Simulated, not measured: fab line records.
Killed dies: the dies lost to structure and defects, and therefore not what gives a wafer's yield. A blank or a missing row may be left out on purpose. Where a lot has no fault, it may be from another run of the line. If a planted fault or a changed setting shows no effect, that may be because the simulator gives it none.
A lot that was struck, set against a sound lot ; flow nand harc ; 18 out of 1302 route steps
Sound: wafers L242.1, L242.2, L242.5. Wafers L253.2, L253.4, L253.5 were the ones struck. At the end, the cause is stated.
At each step with rows: each side's tool, then ch and its chambers, then its first start. Under that, the readings that differ: sound wafers ; struck wafers ; difference of the means ; sigmas: that difference in standard deviations of wafers without a fault.
alike: readings with means less than 2 such deviations apart, plus words and numbers identical on both sides. not compared: withheld readings, readings lacking a value on some wafer, bounds such as >300 that could conceal the same value, and numbers that have no deviation in the record and whose values overlap.
The two part at a step that has a row with sigmas, a row that says differs or no value, or rows on one side only. Non-overlapping numbers with no deviation appear without sigmas and do not part them. Lack of a reading on every wafer of one side parts them only where that side has two or more wafers.

NHARC_A_ONON_D1_INSPECT_32:
  sound: defect inspect-02 at day 10 06:40; struck: defect inspect-01 at day 14 21:06
  alike: raw defect count
NHARC_A_CHANNEL_HOLE_D1_DEP_00: deposits aC, target thk 3100 nm.
  sound on acl dep-03 ch 0, day 10 06:44; struck on acl dep-02 ch 0, day 14 23:07
reading;sound;struck;difference;sigmas
susceptor temp C (C);400.07 400.10 400.34;- - -;no value on the struck wafers;
  alike: throttle valve pct
NHARC_A_CHANNEL_HOLE_D1_DEP_01: deposits SiON, target thk 140 nm.
  sound on pecvd-03 ch 1,2, day 10 08:42; struck on pecvd-04 ch 0,1, day 15 00:46
  alike: heater power w, susceptor temp C
then, 9 steps without rows for these wafers: NHARC_A_CHANNEL_HOLE_D1_DEHYDRATE_02 (time 120 s); NHARC_A_CHANNEL_HOLE_D1_HMDS_03 (time 30 s); NHARC_A_CHANNEL_HOLE_D1_COAT_36 (time 75 s); NHARC_A_CHANNEL_HOLE_D1_COAT_37 (time 65 s); NHARC_A_CHANNEL_HOLE_D1_COAT_04 (resist thk 90 nm); NHARC_A_CHANNEL_HOLE_D1_SOFTBAKE_05 (time 55 s); NHARC_A_CHANNEL_HOLE_D1_EBR_06; NHARC_A_CHANNEL_HOLE_D1_EXPOSE_07 (exposes mask HOLE D1, target cd 100 nm); NHARC_A_CHANNEL_HOLE_D1_PEB_08 (peb time 65 s).
NHARC_A_CHANNEL_HOLE_D1_DEVELOP_09: develop time 35 s.
  sound on litho track-04 ch 0, day 10 09:00; struck on litho track-04 ch 0, day 15 01:00
NHARC_A_CHANNEL_HOLE_D1_CD_MEAS_10: the cd target is 100 nm.
  sound on cd sem-03 ch 0, day 10 09:24; struck on cd sem-02 ch 0, day 15 01:29
reading;sound;struck;difference;sigmas
cd nm (nm);100.5 99.2 99.9;101.2 101.5 101.5;+1.5;+2
NHARC_A_CHANNEL_HOLE_D1_OVL_MEAS_11:
  sound: overlay-02 at day 10 09:29; struck: overlay-01 at day 15 01:35
reading;sound;struck;difference;sigmas
overlay x nm (nm);-0.9 -0.3 -0.2;1.4 0.7 1.0;+1.5;+2
  alike: overlay y nm
NHARC_A_CHANNEL_HOLE_D1_INSPECT_12:
  sound: defect inspect-01 at day 10 09:32; struck: defect inspect-01 at day 15 01:37
  alike: raw defect count
NHARC_A_CHANNEL_HOLE_D1_DESCUM_15: chemistry O2, time 3 s.
  sound on rie diel-03 ch 1,2,3, day 10 09:35; struck on rie diel-08 ch 2,3, day 15 01:41
  alike: drypump motor current A, oes product au, rf vpp V, showerhead plenum p Torr, throttle valve pct
  not compared: rf hours counter h, model.A_CHANNEL_HOLE_D1.cd nm
NHARC_A_CHANNEL_HOLE_D1_ETCH_38: etches the open film in CF4, target depth 39 nm, time 65 s.
  sound on rie diel-03 ch 1,2,3, day 10 09:41; struck on rie diel-08 ch 1,2,3, day 15 01:46
  alike: drypump motor current A, oes product au, rf vpp V, showerhead plenum p Torr, throttle valve pct
  not compared: rf hours counter h

WHERE THEY PART
At NHARC_A_CHANNEL_HOLE_D1_DEP_00 first; at NHARC_A_CHANNEL_HOLE_D1_OVL_MEAS_11 last (within this record only). Later steps at which nothing parts them and some readings are alike: NHARC_A_CHANNEL_HOLE_D1_INSPECT_12, NHARC_A_CHANNEL_HOLE_D1_DESCUM_15, NHARC_A_CHANNEL_HOLE_D1_ETCH_38.

WHY: what the simulator had put in
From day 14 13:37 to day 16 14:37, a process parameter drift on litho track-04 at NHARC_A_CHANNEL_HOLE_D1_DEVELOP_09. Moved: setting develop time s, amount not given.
